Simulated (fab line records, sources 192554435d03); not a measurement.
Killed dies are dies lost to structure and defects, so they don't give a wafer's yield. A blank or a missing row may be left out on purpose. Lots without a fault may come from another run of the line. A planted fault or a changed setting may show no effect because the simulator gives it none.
Split-lot experiment | flow n5_finfet | 7 lots, 21 wafers read, on a route of 1938 steps

THE SPLIT
At N5_DUMMY_GATE_EXPOSE_12 (exposes mask GATE, target cd 25 nm), the setting dose_mj was moved away from the recipe's 34 on 7 of the 21 wafers read, by -5.6% to +5.2%. The other wafers ran this setting at the recipe's value.

FROM THE SPLIT TO THE READING: what the file shows between them, 2 steps
- N5_DUMMY_GATE_PEB_13: peb time 60 s
- N5_DUMMY_GATE_DEVELOP_14: develop time 30 s

THE READING
cd_nm, in nm, at N5_DUMMY_GATE_CD_MEAS_15 (target cd 25.8 nm). Fault-free wafers of this fab line usually give 25.00 nm, standard deviation 0.28 nm.

wafer  | tool, chamber at the split | dose_mj as run | against the recipe | cd_nm, nm | against lot-mates on the recipe
L076.2 | euv_scanner-01, 0          | 34             | recipe             | 25.30     | -
L076.3 | euv_scanner-01, 0          | 34             | recipe             | 25.38     | -
L076.6 | euv_scanner-01, 0          | 34             | recipe             | 25.25     | -
L086.1 | euv_scanner-01, 0          | 35.78          | +5.2%              | 24.23     | -0.75
L086.5 | euv_scanner-01, 0          | 34             | recipe             | 24.98     | -
L086.6 | euv_scanner-01, 0          | 35.78          | +5.2%              | 23.94     | -1.04
L087.1 | euv_scanner-01, 0          | 32.08          | -5.6%              | 26.58     | +1.34
L087.2 | euv_scanner-01, 0          | 32.08          | -5.6%              | 26.47     | +1.23
L087.4 | euv_scanner-01, 0          | 34             | recipe             | 25.24     | -
L088.1 | euv_scanner-02, 0          | 34             | recipe             | 25.12     | -
L088.5 | euv_scanner-02, 0          | 34             | recipe             | 24.73     | -
L088.6 | euv_scanner-02, 0          | 34             | recipe             | 24.63     | -
L089.1 | euv_scanner-02, 0          | 34             | recipe             | 24.62     | -
L089.2 | euv_scanner-02, 0          | 32.94          | -3.1%              | 25.67     | +0.98
L089.3 | euv_scanner-02, 0          | 34             | recipe             | 24.75     | -
L094.1 | euv_scanner-02, 0          | 34             | recipe             | 25.32     | -
L094.3 | euv_scanner-02, 0          | 34             | recipe             | 25.22     | -
L094.6 | euv_scanner-02, 0          | 34             | recipe             | 25.01     | -
L095.2 | euv_scanner-01, 0          | 34.64          | +1.9%              | 24.58     | -0.21
L095.3 | euv_scanner-01, 0          | 34.64          | +1.9%              | 24.49     | -0.30
L095.4 | euv_scanner-01, 0          | 34             | recipe             | 24.79     | -

THE FIT
A straight line over all 21 wafers: cd_nm changes by -0.226 nm for each +1% of dose_mj; r = -0.92; the points scatter about the line by 0.25 nm.
The same after taking each lot's own level away (the mean of its wafers on the recipe; 21 wafers): -0.206 nm for each +1%; r = -0.96; scatter 0.15 nm.
On that fit, the largest move of dose_mj shifts the reading by 1.2 nm.
The lots' own levels span 24.685 to 25.310 nm, that is 2.2 times the standard deviation above.
So the lot-to-lot level changes the slope little: the two slopes agree.
Check: with one of the wafers moved furthest among these (-5.6%) left out of the fit, the line predicts +1.18 nm for it against its lot-mates. It came out at +1.34 nm against them.

OTHER SPLITS ON THESE WAFERS
These wafers also went through other splits before the reading. Each is held against what the fit with the lots' levels taken away leaves over:
other split on the same wafers | wafers away from the commonest value | r with cd_nm (lot level and that fit taken away)
N5_WELL_APT_EXPOSE_22 dose_mj  | 10                                   | -0.15
N5_WELL_APT_DESCUM_30 time_s   | 9                                    | +0.02
N5_FIN_SAQP_COAT_49 spin_rpm   | 10                                   | -0.16
N5_DUMMY_GATE_HM_DEP_06 time_s | 6                                    | -0.12

THE FILE'S OWN FIT
cd_nm changes by -0.214 nm for each +1% of dose_mj, r = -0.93.
